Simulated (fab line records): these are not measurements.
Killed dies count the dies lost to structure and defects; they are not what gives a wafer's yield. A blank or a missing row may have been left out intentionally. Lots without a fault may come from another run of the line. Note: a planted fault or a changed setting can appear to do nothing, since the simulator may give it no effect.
fab line records	flow nandHarc
record: lots: 6	wafers: 18	lastDay: 33
route steps=1302 shown A_SLIT@946 A_SIN_REMOVE@947 A_WL_FILL@952 END@1302
lots with no fault: from the same line, run without faults
startH: the number of hours between the record's first day and the start of the first shown wafer of the lot	waitH: hours since the lot's step before	" as in the row above	L1.1+2: a row that stands for several wafers	- value missing, or start not given	* or withheld: withheld	< > ~ a bound
route shown NAME@n: names a module that has steps shown in the file, with the first one's number in the route	usual: average and standard deviation across the fault-free wafers	same: alike in all rows	chamber/n: place in a boat	sites: each site's reading	_std_site: standard deviation across them	_edge_site: the outer-site mean with the inner-site mean subtracted	radiusMm: for every site, how far away it sits from the centre of the wafer	mask NAME#n: copy n	behind: the most recent tool/chamber to have shaped the wafer	hold: the reason the lot was held/the length of the hold in hours/how it ended	device: which transistor (n, p or np) failed to switch	end of line: the route-end tests of the same wafers	a step with no rows: only its recipe	killed: dies lost to structure and defects at the first sort, not the wafer's yield	map: a wafer's dies, marking killed ones x, the rest . and places with no die _
set.NAME: the run value of the setting; set.NAME@STEP: its run value at that earlier step	model.NAME: the simulator's own value behind a step, which no gauge read
lots seen at some steps along the route; tables by step, rows by wafer
services: a tool's chamber out of use, with start hour (startH, from the record's first day; less than 0 if before it), hours out, and reason
== steps ==
step: NHARC_A_SLIT_CD_MEAS_21
usual: cdNm: 289.5/0.88
lot.wafer	tool	chamber	startH	waitH	cdNm
L457.4	cdSem-02	-	517.50	-	289.0
L457.5	"	-	"	"	289.2
L457.6	"	-	"	"	290.0
L456.3	cdSem-01	-	517.88	-	287.3
L456.5	"	-	"	"	289.8
L456.6	"	-	"	"	288.4
L459.2	cdSem-02	-	526.74	-	290.8
L459.3	"	-	"	"	287.9
L459.6	"	-	"	"	290.1
L463.2	cdSem-01	-	558.57	-	289.5
L463.5	"	-	"	"	289.5
L463.6	"	-	"	"	289.5
L471.1	cdSem-02	-	674.90	-	289.0
L471.5	"	-	"	"	290.4
L471.6	"	-	"	"	289.7
L473.4	cdSem-01	-	686.15	-	289.4
L473.5	"	-	"	"	289.5
L473.6	"	-	"	"	289.3
step: NHARC_A_SIN_REMOVE_WET_00
recipe: tempC: 160	timeS: 15300	chemistry: H3PO4
step: NHARC_A_SIN_REMOVE_PRECLEAN_01
recipe: timeS: *	tempC: 50	bathAgeMin: 0	chemistry: SC1
step: NHARC_A_SIN_REMOVE_SRD_02
step: NHARC_A_SIN_REMOVE_INSPECT_04
usual: rawDefectCount: 397/100
lot.wafer	tool	chamber	startH	waitH	rawDefectCount
L456.3	defectInspect-02	-	524.63	0.0	290
L456.5	"	-	"	"	420
L456.6	"	-	"	"	355
L457.4	defectInspect-01	-	524.63	0.0	509
L457.5	"	-	"	"	471
L457.6	"	-	"	"	392
L459.2	defectInspect-02	-	533.44	0.0	424
L459.3	"	-	"	"	326
L459.6	"	-	"	"	402
L463.2	defectInspect-02	-	565.18	0.0	388
L463.5	"	-	"	"	246
L463.6	"	-	"	"	273
L471.1	defectInspect-01	-	681.54	0.0	381
L471.5	"	-	"	"	339
L471.6	"	-	"	"	298
L473.4	defectInspect-02	-	691.54	0.0	283
L473.5	"	-	"	"	247
L473.6	"	-	"	"	303
step: NHARC_A_WL_FILL_ALD_00
recipe: targetThkA: 30	pulseTimeS: 3	aldCycles: 30	tempC: 300	material: Al2O3
usual: heaterPowerW: 493/47	precursorPulseHeightRel: 0.999/0.02
lot.wafer	tool	chamber	startH	waitH	heaterPowerW	precursorPulseHeightRel
L456.3	aldHk-02	2	524.69	0.1	539	1.018
L456.6	"	2	"	"	546	0.991
L456.5	"	3	"	"	547	1.014
L457.4	aldHk-04	2	524.78	0.1	441	1.022
L457.5	"	3	"	"	461	1.014
L457.6	"	0	"	"	500	1.002
L459.3	aldHk-04	3	533.51	0.1	474	0.971
L459.2	"	0	"	"	480	0.994
L459.6	"	3	"	"	468	1.015
L463.2	aldHk-02	0	565.32	0.1	508	1.026
L463.5	"	1	"	"	460	1.009
L463.6	"	2	"	"	568	0.968
L471.1	aldHk-04	3	681.67	0.1	461	0.963
L471.6	"	1	"	"	537	0.983
L471.5	"	2	"	"	433	0.976
L473.4	aldHk-02	2	691.68	0.1	574	1.021
L473.5	"	3	"	"	529	1.017
L473.6	"	0	"	"	523	1.010
step: NHARC_A_WL_FILL_RTA_01
recipe: tempC: 1000	timeS: 5
step: NHARC_A_WL_FILL_ALD_02
recipe: targetThkA: 20	pulseTimeS: 3	aldCycles: 100	tempC: 450	material: TiN
usual: heaterPowerW: 1075/100	precursorPulseHeightRel: 1.000/0.022
lot.wafer	tool	chamber	startH	waitH	heaterPowerW	precursorPulseHeightRel
L456.3	aldMetal-04	1	525.29	0.2	1292	1.008
L456.5	"	2	"	"	1019	0.994
L456.6	"	3	"	"	1175	0.985
L457.4	aldMetal-03	3	525.38	0.1	1043	0.997
L457.5	"	2	"	"	1085	0.983
L457.6	"	3	"	"	1029	1.029
L459.2	aldMetal-03	1	533.99	0.2	1267	0.984
L459.3	"	0	"	"	1154	0.987
L459.6	"	2	"	"	1058	0.982
L463.2	aldMetal-04	3	565.71	0.2	1215	1.002
L463.6	"	3	"	"	1203	1.008
L463.5	"	0	"	"	870	1.004
L471.1	aldMetal-03	0	682.12	0.2	1133	1.049
L471.6	"	0	"	"	1126	1.003
L471.5	"	1	"	"	1198	1.001
L473.4	aldMetal-03	3	692.14	0.2	1065	0.975
L473.6	"	2	"	"	1074	1.008
L473.5	"	3	"	"	1039	1.004
step: NHARC_A_WL_FILL_CVD_03
recipe: targetThkA: 400	tempC: 300	pressureTorr: 40	wf6FlowSccm: 40	h2FlowSccm: 1600	arFlowSccm: 1560	timeS: 279	material: W
usual: heaterPowerW: 454/39	mfcH2Sccm: 1600/4.5	throttleValvePct: 7.95/0.29
same: timeS: 279
lot.wafer	tool	chamber	startH	waitH	heaterPowerW	mfcH2Sccm	throttleValvePct
L456.3	cvdW-02	1	525.71	0.2	479	1598	7.67
L456.6	"	1	"	"	479	1597	8.17
L456.5	"	0	"	"	507	1608	8.14
L457.4	cvdW-01	0	525.94	0.2	421	1603	8.01
L457.6	"	1	"	"	407	1605	7.75
L457.5	"	0	"	"	415	1602	7.61
L459.2	cvdW-01	0	534.48	0.1	409	1601	8.03
L459.3	"	1	"	"	405	1597	7.87
L459.6	"	0	"	"	421	1600	8.27
L463.2	cvdW-02	0	566.15	0.1	516	1607	8.28
L463.5	"	0	"	"	515	1602	8.27
L463.6	"	1	"	"	488	1597	7.76
L471.1	cvdW-01	1	682.56	0.1	427	1602	7.91
L471.6	"	1	"	"	421	1606	7.71
L471.5	"	0	"	"	423	1593	7.83
L473.4	cvdW-02	1	692.69	0.2	469	1600	7.90
L473.6	"	0	"	"	481	1605	8.41
L473.5	"	1	"	"	484	1601	7.92
step: NHARC_A_WL_FILL_ETCHBACK_04
recipe: targetDepthA: 600	timeS: 120	chemistry: NF3
usual: drypumpMotorCurrentA: 5.78/0.29	oesProductAu: 0.994/0.0077	runLengthS: 141.5/0.53
same: timeS: 120
lot.wafer	tool	chamber	startH	waitH	drypumpMotorCurrentA	oesProductAu	rfHoursCounterH	runLengthS
L456.3	rieMetal-01	1	526.05	0.3	6.05	0.991	-	141.3
L456.5	"	1	"	"	6.06	0.998	-	140.9
L456.6	"	0	"	"	5.70	0.996	-	141.8
L457.4	rieMetal-02	1	526.26	0.3	5.56	0.996	-	141.7
L457.6	"	0	"	"	5.27	0.992	-	141.7
L457.5	"	1	"	"	5.56	0.993	-	141.1
L459.2	rieMetal-01	0	534.80	0.3	5.67	0.991	2.5	142.0
L459.3	"	0	"	"	5.68	1.001	-	142.1
L459.6	"	0	"	"	5.69	1.006	-	141.7
L463.2	rieMetal-01	0	566.52	0.3	5.70	0.993	2.9	142.3
L463.6	"	0	"	"	5.70	0.993	-	142.3
L463.5	"	1	"	"	6.05	0.996	-	141.4
L471.1	rieMetal-01	0	682.96	0.4	5.68	0.998	1.9	141.9
L471.6	"	1	"	"	6.05	0.983	-	141.0
L471.5	"	0	"	"	5.69	1.002	-	141.9
L473.4	rieMetal-01	1	693.01	0.3	6.03	1.014	-	141.4
L473.5	"	0	"	"	5.71	1.006	-	142.0
L473.6	"	1	"	"	6.05	1.007	-	141.0
step: NHARC_A_WL_FILL_ETCHBACK_05
recipe: targetDepthA: 220	timeS: 60	tempC: 40	chemistry: Cl2/BCl3
usual: drypumpMotorCurrentA: 5.79/0.29	oesProductAu: 0.998/0.0079	runLengthS: 81.5/0.5
lot.wafer	tool	chamber	startH	waitH	drypumpMotorCurrentA	oesProductAu	rfHoursCounterH	runLengthS
L456.3	rieMetal-01	0	526.25	0.2	5.68	1.015	-	82.2
L456.6	"	0	"	"	5.70	0.995	-	82.0
L456.5	"	1	"	"	6.04	1.005	-	81.1
L457.4	rieMetal-02	0	526.42	0.1	5.30	1.005	-	81.7
L457.6	"	0	"	"	5.31	1.015	-	82.1
L457.5	"	1	"	"	5.57	1.001	-	81.3
L459.2	rieMetal-01	0	535.06	0.2	5.69	1.003	2.6	82.4
L459.3	"	0	"	"	5.68	0.990	-	82.4
L459.6	"	0	"	"	5.70	0.994	-	82.0
L463.2	rieMetal-01	0	566.76	0.2	5.72	0.997	3.0	82.2
L463.6	"	0	"	"	5.70	0.999	-	81.9
L463.5	"	1	"	"	6.02	0.992	-	81.1
L471.1	rieMetal-01	0	683.17	0.2	5.70	0.995	2.0	81.7
L471.6	"	1	"	"	6.05	0.995	-	95.7
L471.5	"	0	"	"	5.73	1.002	-	82.0
L473.4	rieMetal-01	1	693.18	0.1	6.04	0.992	-	96.2
L473.5	"	0	"	"	5.69	0.999	-	81.9
L473.6	"	1	"	"	6.04	1.000	-	95.9
step: NHARC_A_WL_FILL_STRIP_27
recipe: powerW: 1500	tempC: 250	timeS: 20	chemistry: N2/H2
usual: drypumpMotorCurrentA: 5.6/0.34	heaterPowerW: 334/13
same: timeS: 20
lot.wafer	tool	chamber	startH	waitH	drypumpMotorCurrentA	heaterPowerW	rfHoursCounterH
L456.3	plasmaAsher-02	1	526.41	0.1	6.1	331	-
L456.6	"	1	"	"	6.1	342	-
L456.5	"	0	"	"	5.4	339	-
L457.4	plasmaAsher-02	0	526.82	0.4	5.4	344	-
L457.5	"	0	"	"	5.4	339	-
L457.6	"	1	"	"	6.1	346	-
L459.2	plasmaAsher-02	1	535.19	0.1	6.1	336	22
L459.3	"	1	"	"	6.1	337	-
L459.6	"	1	"	"	6.1	337	-
L463.2	plasmaAsher-02	1	566.92	0.1	6.1	344	27
L463.5	"	0	"	"	5.4	341	-
L463.6	"	1	"	"	6.1	337	-
L471.1	plasmaAsher-02	0	683.30	0.1	5.4	344	16
L471.6	"	0	"	"	5.4	346	-
L471.5	"	1	"	"	6.1	340	-
L473.4	plasmaAsher-02	1	693.35	-	6.1	344	-
L473.5	"	0	"	"	5.4	345	-
L473.6	"	1	"	"	6.1	332	-
step: NHARC_END_SORT_01
recipe: tempC: 25
usual: killedAtArray: 56/21	killedAtOther: 0.8/1	killedAtPeriphery: 3.6/2.8	killedDies: 60/20	killedOpen: 3.2/1.9	killedShort: 2.4/1.6
same: grossDies: 677
lot.wafer	tool	chamber	startH	waitH	killedAtArray	killedAtOther	killedAtPeriphery	killedDies	killedOpen	killedShort
L457.4	prober-01	0	633.94	3.4	54	2	3	59	2	3
L457.5	prober-01	0	634.73	3.7	58	1	0	59	2	0
L457.6	prober-01	0	635.53	4.0	67	2	2	71	1	0
L459.2	prober-01	0	647.79	2.8	47	0	4	51	7	7
L459.3	prober-01	0	648.58	3.1	48	0	1	49	3	1
L459.6	prober-01	0	650.95	4.0	53	1	2	56	4	5
L463.2	prober-02	0	671.80	2.8	31	0	11	42	7	1
L463.5	prober-02	0	674.18	3.7	26	0	3	29	4	1
L463.6	prober-02	0	674.97	4.0	34	2	6	42	3	2
L471.1	prober-02	0	782.95	2.5	42	3	6	51	10	4
L471.5	prober-02	0	786.10	3.6	40	0	4	44	6	3
L471.6	prober-02	0	786.88	3.9	42	2	2	46	4	3
L473.4	prober-01	0	794.87	3.4	32	0	5	37	2	3
L473.5	prober-01	0	795.68	3.7	46	0	6	52	3	1
L473.6	prober-01	0	796.49	4.0	39	1	5	45	3	1
killed by level:class
L457.4 A_CHANNEL_HOLE_D1:chamberFilmFlake=30 A_SLIT:chamberFilmFlake=13 A_CHANNEL_HOLE_D2:chamberFilmFlake=2 A_CONTACT:chamberFilmFlake=2 THIN_TSV:chamberFilmFlake=2 P_GATE:geometricParticle:open=1 P_M0:geometricParticle:open=1 A_SOURCE_PLATE:geometricParticle:short=1
L457.5 A_CHANNEL_HOLE_D1:chamberFilmFlake=25 A_SLIT:chamberFilmFlake=15 A_CHANNEL_HOLE_D2:chamberFilmFlake=10 A_STAIRCASE:chamberFilmFlake=3 A_ZERO_WELL:chamberFilmFlake=2 A_ONON_D1:geometricParticle:open=1 A_SGD_CUT:geometricParticle:open=1 A_WL_FILL:chamberFilmFlake=1
L457.6 A_CHANNEL_HOLE_D1:chamberFilmFlake=35 A_SLIT:chamberFilmFlake=20 A_CHANNEL_HOLE_D2:chamberFilmFlake=5 A_M1:chamberFilmFlake=3 P_ZERO_WELL:chamberFilmFlake=2 THIN_TSV:chamberFilmFlake=2 A_ONON_D1:geometricParticle:open=1 A_ZERO_WELL:chamberFilmFlake=1
L459.2 A_CHANNEL_HOLE_D2:chamberFilmFlake=31 A_CONTACT:chamberFilmFlake=3 P_M1:geometricParticle:open=1 P_M2:geometricParticle:open=1 A_ONON_D1:geometricParticle:short=1 A_ONON_D1:geometricParticle:open=1 A_CHANNEL_HOLE_D1:geometricParticle:open=1 A_CHANNEL_FILL_D1:geometricParticle:open=1
L459.3 A_CHANNEL_HOLE_D2:chamberFilmFlake=32 A_CHANNEL_HOLE_D1:chamberFilmFlake=5 A_CONTACT:chamberFilmFlake=3 A_M1:chamberFilmFlake=3 A_ONON_D1:geometricParticle:open=1 A_CHANNEL_FILL_D1:geometricParticle:short=1 A_WL_FILL:geometricParticle:open=1 A_M0:geometricParticle:open=1
L459.6 A_CHANNEL_HOLE_D2:chamberFilmFlake=31 A_CHANNEL_HOLE_D1:chamberFilmFlake=4 A_CHANNEL_FILL_D1:chamberFilmFlake=4 A_ONON_D2:geometricParticle:open=3 A_WL_FILL:chamberFilmFlake=2 A_CONTACT:chamberFilmFlake=2 P_CONTACT:geometricParticle:short=1 A_ONON_D1:geometricParticle:short=1
L463.2 A_CHANNEL_HOLE_D2:chamberFilmFlake=13 A_CHANNEL_HOLE_D1:chamberFilmFlake=6 P_BONDPAD:chamberFilmFlake=4 A_STAIRCASE:chamberFilmFlake=3 P_GATE:geometricParticle:open=2 P_M0:geometricParticle:open=2 P_GATE:chamberFilmFlake=2 A_SGD_CUT:chamberFilmFlake=2
L463.5 A_CHANNEL_HOLE_D2:chamberFilmFlake=10 A_CHANNEL_HOLE_D1:chamberFilmFlake=4 A_CONTACT:chamberFilmFlake=4 A_SGD_CUT:chamberFilmFlake=2 P_GATE:geometricParticle:open=1 P_CONTACT:geometricParticle:open=1 A_DECK1_JOINT:geometricParticle:short=1 A_M0:geometricParticle:open=1
L463.6 A_CHANNEL_HOLE_D2:chamberFilmFlake=14 A_CHANNEL_HOLE_D1:chamberFilmFlake=7 A_CONTACT:chamberFilmFlake=4 P_GATE:chamberFilmFlake=3 A_BLC:chamberFilmFlake=3 P_M1:geometricParticle:short=1 A_CHANNEL_FILL_D1:geometricParticle:open=1 A_WL_FILL:geometricParticle:short=1
L471.1 A_CHANNEL_HOLE_D2:chamberFilmFlake=22 A_SLIT:chamberFilmFlake=8 P_M0:geometricParticle:open=4 THIN_TSV:chamberFilmFlake=3 A_ONON_D1:geometricParticle:short=2 A_CONTACT:chamberFilmFlake=2 P_STI:geometricParticle:short=1 P_CONTACT:geometricParticle:open=1
L471.5 A_CHANNEL_HOLE_D2:chamberFilmFlake=20 A_SLIT:chamberFilmFlake=8 A_CONTACT:chamberFilmFlake=4 P_M0:geometricParticle:open=2 A_ONON_D1:geometricParticle:short=2 A_CHANNEL_FILL_D2:geometricParticle:open=2 P_M1:geometricParticle:open=1 A_ONON_D2:geometricParticle:short=1
L471.6 A_CHANNEL_HOLE_D2:chamberFilmFlake=20 A_SLIT:chamberFilmFlake=8 A_CONTACT:chamberFilmFlake=3 A_CHANNEL_HOLE_D1:unspecified=2 THIN_TSV:chamberFilmFlake=2 P_CONTACT:geometricParticle:open=1 A_ONON_D1:geometricParticle:short=1 A_ONON_D1:geometricParticle:open=1
L473.4 A_SLIT:chamberFilmFlake=22 P_STI:chamberFilmFlake=4 A_ZERO_WELL:chamberFilmFlake=2 P_STI:geometricParticle:short=1 A_CHANNEL_FILL_D1:geometricParticle:short=1 A_CHANNEL_FILL_D2:geometricParticle:open=1 A_WL_FILL:geometricParticle:short=1 A_M0:geometricParticle:open=1
L473.5 A_SLIT:chamberFilmFlake=31 A_M1:chamberFilmFlake=5 P_STI:chamberFilmFlake=4 P_GATE:chamberFilmFlake=2 A_CHANNEL_HOLE_D2:chamberFilmFlake=2 A_SOURCE_PLATE:geometricParticle:open=1 A_ONON_D1:geometricParticle:short=1 A_CHANNEL_FILL_D1:geometricParticle:open=1
L473.6 A_SLIT:chamberFilmFlake=21 A_M1:chamberFilmFlake=7 P_STI:chamberFilmFlake=3 A_CONTACT:chamberFilmFlake=2 P_CONTACT:geometricParticle:short=1 A_CHANNEL_HOLE_D2:geometricParticle:open=1 A_CHANNEL_FILL_D2:geometricParticle:open=1 A_M1:geometricParticle:open=1
== services ==
tool	chamber	startH	hours	kind
cvdW-01	-	505.02	2.6	repair
aldMetal-04	-	505.86	1.2	repair
cvdW-01	-	509.87	4.1	repair
aldHk-02	-	526.00	10.0	pm
aldMetal-03	0	540.35	16.0	repair
cvdW-01	-	547.00	13.0	pm
cvdW-02	-	552.79	1.8	repair
aldMetal-03	-	568.00	10.0	pm
rieMetal-01	-	575.14	9.0	pm
rieMetal-01	0	575.14	9.0	ventCycle
rieMetal-01	1	575.14	9.0	ventCycle
cvdW-01	0	581.55	9.1	repair
rieMetal-01	0	584.14	-	clean
rieMetal-01	1	584.14	-	clean
plasmaAsher-02	-	603.33	9.0	pm
cvdW-01	-	608.11	0.6	repair
plasmaAsher-02	-	612.34	2.1	repair
aldHk-04	-	619.13	10.0	pm
cvdW-02	-	631.00	13.0	pm
rieMetal-02	-	631.00	9.0	pm
rieMetal-01	1	635.18	4.0	repair
cvdW-01	1	651.62	5.7	repair
aldMetal-04	-	652.00	10.0	pm
plasmaAsher-02	-	668.92	0.6	repair
== key ==
firstSign: step: NHARC_A_WL_FILL_ETCHBACK_05	reading: runLengthS	direction: up	sigmas: 29	usual: *	struck: *
effect none on later readings
metAt NHARC_A_WL_FILL_ETCHBACK_05
struckWafers L471.6,L473.4,L473.6
testerLeftOut L471,L473
onsetBetween 566.76 683.17
fault: kind: processParameterDrift	tool: rieMetal-01	chamber: 1	onsetH: 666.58	steps: NHARC_A_WL_FILL_ETCHBACK_05	channel: timeS	offset: *	shape: step	endH: 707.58	actsIn: *	stated: *
testerLeftOut: of these lots the tester's yield and bins aren't shown, on N5 and GAA mostly nor the transistor test; their killed dies are dies lost to structure and defects alone, not to doping, threshold or leakage, so they don't give the yield
